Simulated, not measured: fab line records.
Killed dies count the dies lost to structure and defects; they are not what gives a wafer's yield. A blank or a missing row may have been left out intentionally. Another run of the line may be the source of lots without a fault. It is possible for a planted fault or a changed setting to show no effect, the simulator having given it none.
Chamber matching + flow nand_harc + 3 sister chambers for NHARC_A_BLC_CMP_25 on cmp-04
The step polishes, t overpolish 30 s, target thk 150 nm. 6 wafers are shown with their chamber, then 6 later ones without.

== EACH WAFER AND ITS CHAMBER ==
| wafer  | chamber | motor_current_A (A) | time_to_endpoint_s (s) |
|--------|---------|---------------------|------------------------|
| L571.5 | 0       | 11.9                | 36                     |
| L579.4 | 2       | 9.6                 | 31                     |
| L579.5 | 0       | 11.3                | 32                     |
| L579.6 | 1       | 12.6                | 28                     |
| L581.1 | 1       | 13.0                | 31                     |
| L581.2 | 2       | 9.5                 | 31                     |

== WAFERS MISSING THEIR CHAMBER ==
| wafer  | motor_current_A (A) | time_to_endpoint_s (s) |
|--------|---------------------|------------------------|
| L587.2 | 13.3                | 33                     |
| L587.3 | 12.1                | 35                     |
| L587.6 | 13.2                | 32                     |
| L591.1 | 11.7                | 33                     |
| L591.2 | 9.7                 | 31                     |
| L591.5 | 12.6                | 31                     |

== EACH ONE'S CHAMBER ==
| wafer  | from the rows above     | in truth |
|--------|-------------------------|----------|
| L587.2 | 1                       | 1        |
| L587.3 | can't be placed: 0 or 1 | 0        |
| L587.6 | 1                       | 1        |
| L591.1 | 0                       | 0        |
| L591.2 | 2                       | 2        |
| L591.5 | 1                       | 1        |
Placed correctly: 5 of 6. These rows do not allow placing 1 (true chamber among the candidates in 1). Wrongly placed: 0.
How it was worked out, from the rows above alone: a wafer's distance from a chamber is the root of the sum, over the readings, of the square of ((its reading less the chamber's mean) divided by the reading's scatter). The wafer belongs to the nearest chamber; if the next one is less than 2 further off, it can't be placed. A chamber's mean is the mean of its shown wafers. The scatter: the root of (the sum of the squares of (reading less its chamber's mean) over the shown wafers, divided by (wafers less chambers)).
